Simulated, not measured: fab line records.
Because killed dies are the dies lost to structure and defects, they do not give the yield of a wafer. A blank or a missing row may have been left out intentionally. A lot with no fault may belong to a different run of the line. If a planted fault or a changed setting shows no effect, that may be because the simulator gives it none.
fab line records	flow nand-harc
record: lots: 11	wafers: 33	last-day: 24
route steps=1159 shown P_M1@300 P_M2@325 END@1159
lots that met no fault: taken from a fault-free run of the same line
start-h: start of the lot's first displayed wafer, in hours after the record's first day	wait-h: hours since the lot's step before	" repeats the value in the row above	L1.1+2: one row covering several wafers at once	- no value present, or no start provided	* or withheld: withheld	< > ~ a bound
route shown NAME@n: names a module that has steps shown in the file, with the first one's number in the route	usual: mean/standard deviation taken from wafers without a fault	same: alike in all rows	chamber/n: place in a boat	sites: per-site readings	_std_site: the standard deviation of these	_edge_site: inner sites' mean taken away from outer sites' mean	radius-mm: for every site, how far away it sits from the centre of the wafer	mask NAME#n: copy n	behind: the tool/chamber that last shaped the wafer	hold: why the lot was held/for how many hours/how that ended	device: the transistor (n, p or np) that didn't switch	end of line: tests run on the same wafers once the route is complete	a step without rows: its recipe alone	killed: dies lost to structure and defects at the first sort, not the wafer's yield	map: dies across one wafer; x = killed, . = not, _ = none there
set.NAME: the setting the step ran with; set.NAME@STEP: the setting that earlier step ran with	model.NAME: the simulator's own value behind a step, which no gauge read
the route's steps for a sample of lots (tables are steps, rows are wafers)
services: the hour from which a tool's chamber was out of use, counted from the record's first day as start-h (under 0 if before that day), plus the number of hours and why
== steps ==
step: NHARC_P_M1_ETCH_15
recipe: target-depth-a: 1825	time-s: 91.2	c4f8-flow-sccm: withheld	ar-flow-sccm: 400	rf-w: 600	bias-w: 300	chemistry: C4F8/Ar
usual: bias-w: 300.0/0.88	oes-product-au: 0.952/0.021	rf-fwd-power-W: 595.8/2.1	rf-vpp-V: 439.9/2.8
lot.wafer	tool	chamber	start-h	wait-h	bias-w	oes-product-au	rf-fwd-power-W	rf-hours-counter-h	rf-vpp-V
L222.4	rie-diel-05	0	-	-	299.8	0.939	596.8	3.2	445.9
L222.2	"	2	"	"	301.0	0.941	595.9	3.1	437.7
L222.5	"	0	"	"	301.0	0.947	595.7	-	445.3
L229.2	rie-diel-10	2	-	-	299.8	0.958	595.5	9.8	437.1
L229.3	"	1	"	"	299.2	0.982	594.5	9.5	438.3
L229.6	"	3	"	"	299.6	0.965	595.6	-	436.8
L230.4	rie-diel-05	0	-	-	300.6	0.943	595.5	0.2	446.2
L230.3	"	1	"	"	299.9	0.972	597.9	0.2	439.5
L230.6	"	1	"	"	300.0	0.964	598.7	-	438.3
L235.2	rie-diel-10	3	-	-	301.6	0.916	594.5	1.4	436.8
L235.5	"	2	"	"	301.3	0.922	593.3	-	437.5
L235.6	"	3	"	"	300.4	0.927	594.4	-	437.7
L237.2	rie-diel-10	2	-	-	299.5	0.938	598.4	3.3	437.4
L237.4	"	0	"	"	299.7	0.952	592.4	2.6	443.1
L237.1	"	1	"	"	298.5	0.945	597.0	3.2	437.8
L238.2	rie-diel-05	2	-	-	299.6	0.957	597.0	1.5	438.9
L238.1	"	3	"	"	299.5	0.960	598.3	1.3	441.6
L238.6	"	1	"	"	301.1	0.969	596.3	-	438.8
L240.1	rie-diel-10	1	-	-	300.0	0.965	594.2	3.4	436.8
L240.3	"	2	"	"	299.3	0.977	592.4	3.5	438.1
L240.5	"	3	"	"	298.9	0.954	597.1	-	437.9
L239.1	rie-diel-10	3	-	-	300.6	0.965	594.3	3.1	437.4
L239.2	"	0	"	"	299.9	0.993	594.6	2.9	441.6
L239.5	"	1	"	"	301.9	0.983	597.0	-	437.0
L243.4	rie-diel-10	3	-	-	299.8	0.961	597.3	3.4	437.7
L243.1	"	1	"	"	299.2	0.958	597.1	3.8	437.5
L243.5	"	2	"	"	300.1	0.975	595.5	-	436.4
L244.2	rie-diel-05	0	-	-	298.9	0.946	599.7	1.8	446.5
L244.4	"	1	"	"	299.2	0.975	597.0	2.0	439.2
L244.6	"	0	"	"	299.7	0.948	599.8	-	443.8
L245.1	rie-diel-05	2	-	-	298.4	0.976	594.5	2.2	438.4
L245.4	"	3	"	"	300.6	0.973	594.2	2.0	440.0
L245.2	"	1	"	"	301.4	0.948	594.0	2.1	437.5
step: NHARC_P_M1_PRE_CLEAN_32
recipe: time-s: 12	temp-c: 370	rf-power-w: 300	gas: NH3
usual: heater-power-w: 632/66	rf-fwd-power-W: 292.5/1
lot.wafer	tool	chamber	start-h	wait-h	heater-power-w	rf-fwd-power-W
L222.2	pecvd-04	0	124.41	0.1	504	293.1
L222.4	"	0	"	"	533	292.7
L222.5	"	1	"	"	588	293.5
L229.3	pecvd-04	1	166.74	0.1	577	292.1
L229.2	"	2	"	"	647	292.3
L229.6	"	2	"	"	666	292.9
L230.3	pecvd-03	0	182.15	0.1	630	293.5
L230.4	"	2	"	"	668	292.2
L230.6	"	0	"	"	626	293.8
L235.2	pecvd-02	2	212.77	0.1	747	289.7
L235.6	"	2	"	"	759	291.4
L235.5	"	0	"	"	609	292.0
L237.2	pecvd-02	2	224.83	0.2	647	295.0
L237.1	"	0	"	"	642	292.1
L237.4	"	1	"	"	648	294.7
L238.1	pecvd-02	0	226.06	0.1	638	292.8
L238.2	"	2	"	"	682	292.8
L238.6	"	2	"	"	692	292.7
L240.1	pecvd-02	1	231.30	0.1	632	290.5
L240.3	"	0	"	"	665	293.1
L240.5	"	0	"	"	659	292.5
L239.2	pecvd-03	1	234.69	0.1	716	292.1
L239.1	"	0	"	"	726	293.2
L239.5	"	1	"	"	710	292.5
L243.1	pecvd-03	2	248.11	0.1	687	291.1
L243.4	"	1	"	"	698	292.5
L243.5	"	2	"	"	671	291.9
L244.2	pecvd-02	1	251.93	0.1	653	292.8
L244.4	"	0	"	"	578	292.7
L244.6	"	1	"	"	630	292.6
L245.1	pecvd-03	1	256.57	0.1	611	290.9
L245.2	"	2	"	"	565	291.1
L245.4	"	0	"	"	695	291.6
step: NHARC_P_M2_EXPOSE_06
recipe: na: 1.35	target-cd-nm: 170	dose-mj: 80.78	mask-id: P_M2
usual: exposure-dose-mJ-cm2: 80.71/0.073
lot.wafer	tool	chamber	start-h	wait-h	mask	exposure-dose-mJ-cm2
L222.2	arfi-scanner-03	0	125.60	-	P_M2#0	80.67
L222.4	"	0	"	"	P_M2#0	80.64
L222.5	"	0	"	"	P_M2#0	80.74
L229.2	arfi-scanner-01	0	167.93	-	P_M2#0	89.40
L229.3	"	0	"	"	P_M2#0	89.54
L229.6	"	0	"	"	P_M2#0	89.38
L230.3	arfi-scanner-01	0	183.32	-	P_M2#0	87.67
L230.4	"	0	"	"	P_M2#0	87.61
L230.6	"	0	"	"	P_M2#0	87.67
L235.2	arfi-scanner-02	0	213.93	-	P_M2#0	80.61
L235.5	"	0	"	"	P_M2#0	80.70
L235.6	"	0	"	"	P_M2#0	80.75
L237.1	arfi-scanner-03	0	226.00	-	P_M2#0	80.67
L237.2	"	0	"	"	P_M2#0	80.78
L237.4	"	0	"	"	P_M2#0	80.63
L238.1	arfi-scanner-03	0	227.27	-	P_M2#0	80.74
L238.2	"	0	"	"	P_M2#0	80.74
L238.6	"	0	"	"	P_M2#0	80.58
L240.1	arfi-scanner-02	0	232.51	-	P_M2#0	80.78
L240.3	"	0	"	"	P_M2#0	80.77
L240.5	"	0	"	"	P_M2#0	80.76
L239.1	arfi-scanner-02	0	235.93	-	P_M2#0	80.77
L239.2	"	0	"	"	P_M2#0	80.73
L239.5	"	0	"	"	P_M2#0	80.81
L243.1	arfi-scanner-03	0	249.27	-	P_M2#0	80.71
L243.4	"	0	"	"	P_M2#0	80.69
L243.5	"	0	"	"	P_M2#0	80.70
L244.2	arfi-scanner-03	0	253.26	-	P_M2#0	80.71
L244.4	"	0	"	"	P_M2#0	80.77
L244.6	"	0	"	"	P_M2#0	80.63
L245.1	arfi-scanner-03	0	257.62	-	P_M2#0	80.73
L245.2	"	0	"	"	P_M2#0	80.69
L245.4	"	0	"	"	P_M2#0	80.67
step: NHARC_P_M2_CD_MEAS_09
recipe: target-cd-nm: 170	landing-energy-ev: 500
usual: cd-nm: 169.8/0.55
lot.wafer	tool	chamber	start-h	wait-h	cd-nm
L222.2	cd-sem-01	0	125.74	-	170.7
L222.4	"	0	"	"	171.7
L222.5	"	0	"	"	170.6
L229.2	cd-sem-03	0	168.07	-	175.8
L229.3	"	0	"	"	176.4
L229.6	"	0	"	"	176.0
L230.3	cd-sem-02	0	183.46	-	175.3
L230.4	"	0	"	"	174.7
L230.6	"	0	"	"	174.6
L235.2	cd-sem-02	0	214.07	-	170.2
L235.5	"	0	"	"	170.3
L235.6	"	0	"	"	169.9
L237.1	cd-sem-02	0	226.14	-	169.1
L237.2	"	0	"	"	170.1
L237.4	"	0	"	"	169.5
L238.1	cd-sem-03	0	227.41	-	170.2
L238.2	"	0	"	"	170.0
L238.6	"	0	"	"	170.1
L240.1	cd-sem-01	0	232.65	-	168.5
L240.3	"	0	"	"	168.4
L240.5	"	0	"	"	168.3
L239.1	cd-sem-02	0	236.07	-	169.6
L239.2	"	0	"	"	169.5
L239.5	"	0	"	"	169.6
L243.1	cd-sem-03	0	249.41	-	170.3
L243.4	"	0	"	"	170.4
L243.5	"	0	"	"	169.7
L244.2	cd-sem-03	0	253.40	-	170.0
L244.4	"	0	"	"	170.0
L244.6	"	0	"	"	170.0
L245.1	cd-sem-03	0	257.76	-	170.0
L245.2	"	0	"	"	169.0
L245.4	"	0	"	"	168.9
step: NHARC_P_M2_OVL_MEAS_10
recipe: pitch-nm: 340
usual: overlay-x-nm: -0.2/1	overlay-y-nm: 0.2/0.98
lot.wafer	tool	chamber	start-h	wait-h	overlay-x-nm	overlay-y-nm
L222.2	overlay-01	-	125.83	-	0.3	0.1
L222.4	"	-	"	"	0.0	0.5
L222.5	"	-	"	"	0.4	0.4
L229.2	overlay-01	-	168.15	-	-2.4	0.3
L229.3	"	-	"	"	-1.8	0.6
L229.6	"	-	"	"	-2.9	0.2
L230.3	overlay-02	-	183.54	-	-0.5	1.4
L230.4	"	-	"	"	-0.6	1.7
L230.6	"	-	"	"	-1.0	2.0
L235.2	overlay-01	-	214.15	-	0.8	-2.1
L235.5	"	-	"	"	-0.8	-2.2
L235.6	"	-	"	"	0.3	-1.6
L237.1	overlay-02	-	226.23	-	-0.2	0.6
L237.2	"	-	"	"	-0.1	1.1
L237.4	"	-	"	"	0.4	1.1
L238.1	overlay-02	-	227.51	-	-0.1	0.1
L238.2	"	-	"	"	-0.5	-0.4
L238.6	"	-	"	"	-0.3	0.7
L240.1	overlay-01	-	232.74	-	-2.2	1.0
L240.3	"	-	"	"	-2.5	1.1
L240.5	"	-	"	"	-1.9	1.4
L239.1	overlay-01	-	236.16	-	-0.4	0.9
L239.2	"	-	"	"	-0.6	1.3
L239.5	"	-	"	"	0.0	0.2
L243.1	overlay-02	-	249.50	-	1.2	0.1
L243.4	"	-	"	"	1.3	0.1
L243.5	"	-	"	"	1.4	-0.3
L244.2	overlay-01	-	253.48	-	0.5	1.1
L244.4	"	-	"	"	0.7	2.0
L244.6	"	-	"	"	0.5	2.0
L245.1	overlay-02	-	257.85	-	0.9	-2.0
L245.2	"	-	"	"	1.3	-1.8
L245.4	"	-	"	"	0.8	-1.4
step: NHARC_END_SORT_01
recipe: temp-c: 25
usual: defect-limited-yield: 95.4/1.6	killed-at-array: 27/11	killed-at-other: 0.8/1.4	killed-at-periphery: 3.3/2	killed-dies: 31/11	killed-open: 3.4/1.8	killed-short: 2.1/1.3	sort_bin_2_pct: 1.4/0.7	sort_bin_3_pct: 0.24/0.21	sort_bin_4_pct: 2.9/1	sort-n-pass: 646/11	sort-rim-yield-pct: 95.4/2.8	sort-yield-pct: 95.4/1.6
same: gross-dies: 677	sort_bin_5_pct[%]: 0	sort_bin_6_pct[%]: 0	sort_bin_7_pct[%]: 0	sort_bin_8_pct[%]: 0	sort-rim-n-gross: 106.00
lot.wafer	tool	chamber	start-h	wait-h	defect-limited-yield[%]	killed-at-array	killed-at-other	killed-at-periphery	killed-dies	killed-open	killed-short	sort_bin_2_pct[%]	sort_bin_3_pct[%]	sort_bin_4_pct[%]	sort-n-pass	sort-rim-yield-pct[%]	sort-yield-pct[%]
L240.1	prober-02	0	547.43	2.5	96.5	19	0	5	24	1	2	0.7	0.15	2.7	653	98.1	96.5
L240.3	prober-02	0	549.03	3.1	94.1	31	1	8	40	7	4	1.6	0.15	4.1	637	93.4	94.1
L240.5	prober-02	0	550.62	3.7	93.6	36	0	7	43	1	3	1.5	0.30	4.6	634	98.1	93.6
L243.1	prober-02	0	567.99	2.5	94.7	32	0	4	36	5	2	1.2	0.74	3.4	641	96.2	94.7
L243.4	prober-02	0	570.44	3.4	95.6	25	1	4	30	2	3	1.8	0.30	2.4	647	94.3	95.6
L243.5	prober-02	0	571.25	3.8	93.9	38	1	2	41	5	1	2.5	0.30	3.2	636	93.4	93.9
L244.2	prober-01	0	568.83	2.8	92.3	48	0	4	52	4	3	1.8	0.44	5.5	625	87.7	92.3
L244.4	prober-01	0	570.44	3.4	92.8	45	0	4	49	7	2	2.1	0.59	4.6	628	87.7	92.8
L244.6	prober-01	0	572.05	4.0	91.0	55	1	5	61	4	7	3.2	0.44	5.3	616	89.6	91.0
killed by level:class
L240.1 A_CHANNEL_HOLE_D1:chamber-film-flake=16 A_CHANNEL_FILL_D1:geometric-particle:short=2 P_ZERO_WELL:chamber-film-flake=2 P_GATE:chamber-film-flake=2 P_M0:geometric-particle:open=1 A_SGD_CUT:chamber-film-flake=1
L240.3 A_CHANNEL_HOLE_D1:chamber-film-flake=18 P_GATE:chamber-film-flake=5 P_CONTACT:geometric-particle:open=2 A_CHANNEL_FILL_D1:geometric-particle:open=2 A_WL_FILL:geometric-particle:short=2 A_SGD_CUT:chamber-film-flake=2 A_CONTACT:chamber-film-flake=2 P_M1:geometric-particle:open=1
L240.5 A_CHANNEL_HOLE_D1:chamber-film-flake=27 P_GATE:chamber-film-flake=5 A_CONTACT:chamber-film-flake=3 A_SGD_CUT:chamber-film-flake=2 P_CONTACT:geometric-particle:short=1 A_CHANNEL_FILL_D1:geometric-particle:open=1 A_WL_FILL:geometric-particle:short=1 A_CONTACT:geometric-particle:short=1
L243.1 A_SLIT:chamber-film-flake=17 A_STAIRCASE:chamber-film-flake=5 A_CHANNEL_HOLE_D1:chamber-film-flake=4 P_GATE:chamber-film-flake=3 P_M1:geometric-particle:short=1 A_ONON_D1:geometric-particle:short=1 A_CHANNEL_FILL_D1:geometric-particle:open=1 A_SGD_CUT:geometric-particle:open=1
L244.2 A_CHANNEL_HOLE_D1:chamber-film-flake=16 A_SLIT:chamber-film-flake=12 A_CONTACT:chamber-film-flake=7 A_M1:chamber-film-flake=5 A_STAIRCASE:chamber-film-flake=3 P_GATE:geometric-particle:open=1 P_CONTACT:geometric-particle:open=1 A_ONON_D1:geometric-particle:short=1
L243.4 A_SLIT:chamber-film-flake=10 A_STAIRCASE:chamber-film-flake=6 A_CHANNEL_FILL_D1:geometric-particle:short=2 P_GATE:chamber-film-flake=2 A_CHANNEL_HOLE_D1:chamber-film-flake=2 A_CONTACT:chamber-film-flake=2 P_M0:geometric-particle:open=1 A_WL_FILL:geometric-particle:short=1
L244.4 A_CHANNEL_HOLE_D1:chamber-film-flake=20 A_SLIT:chamber-film-flake=10 A_CONTACT:chamber-film-flake=7 P_CONTACT:geometric-particle:open=2 A_CHANNEL_FILL_D1:geometric-particle:open=2 A_ONON_D1:geometric-particle:open=1 A_WL_FILL:geometric-particle:short=1 A_CONTACT:geometric-particle:open=1
L243.5 A_SLIT:chamber-film-flake=21 A_CHANNEL_HOLE_D1:chamber-film-flake=6 A_STAIRCASE:chamber-film-flake=5 A_ONON_D1:geometric-particle:open=3 P_CONTACT:geometric-particle:open=1 A_SOURCE_PLATE:geometric-particle:open=1 A_CHANNEL_HOLE_D1:geometric-particle:short=1 P_ZERO_WELL:chamber-film-flake=1
L244.6 A_CHANNEL_HOLE_D1:chamber-film-flake=23 A_SLIT:chamber-film-flake=14 A_CONTACT:chamber-film-flake=5 A_M1:chamber-film-flake=4 P_GATE:geometric-particle:short=2 A_STAIRCASE:chamber-film-flake=2 P_GATE:geometric-particle:open=1 P_CONTACT:geometric-particle:short=1
== services ==
tool	chamber	start-h	hours	kind
rie-diel-10	0	100.34	4.2	repair
rie-diel-10	0	106.50	-	clean
rie-diel-10	1	106.50	-	clean
rie-diel-10	2	106.50	-	clean
rie-diel-10	3	106.50	-	clean
rie-diel-10	0	106.52	4.4	repair
pecvd-03	-	111.00	13.0	pm
pecvd-02	1	114.90	4.8	repair
arfi-scanner-01	-	115.01	2.3	repair
rie-diel-10	0	131.00	-	clean
arfi-scanner-03	-	140.00	4.0	pm
rie-diel-10	1	147.07	7.9	repair
pecvd-02	-	153.00	13.0	pm
arfi-scanner-03	-	159.18	0.6	repair
rie-diel-05	-	163.60	9.0	pm
rie-diel-10	-	176.50	9.0	pm
pecvd-03	0	183.31	11.8	repair
pecvd-04	-	195.13	13.0	pm
pecvd-04	-	218.13	2.0	repair
pecvd-03	2	223.25	12.0	repair
arfi-scanner-01	-	233.12	4.0	pm
pecvd-02	2	250.50	6.7	repair
arfi-scanner-01	-	252.13	0.8	repair
arfi-scanner-02	-	256.00	4.0	pm
== key ==
first-sign: step: NHARC_P_M2_EXPOSE_06	reading: exposure-dose-mJ-cm2	direction: up	sigmas: 99+	usual: 80.71	struck: 88.54
effect: step: NHARC_P_M2_CD_MEAS_09	reading: cd-nm	direction: up	sigmas: 10	usual: 169.8	struck: 175.5	through: control-loop
met-at NHARC_P_M2_EXPOSE_06
struck-lots L229,L230
loop-trim: step: NHARC_P_M2_EXPOSE_06	setting: dose	lots: L230
not-acting-at NHARC_P_M1_ETCH_15,NHARC_P_M1_PRE_CLEAN_32,NHARC_P_M2_OVL_MEAS_10
fault: kind: process-parameter-drift	tool: arfi-scanner-01	chamber: -	onset-h: 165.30	steps: NHARC_P_M2_EXPOSE_06	channel: dose-mj	offset: 8.7101	shape: step	acts-in: these-recipes-only	stated: 80.78
loop-trim: a control loop set the setting to another value than it would have without faults
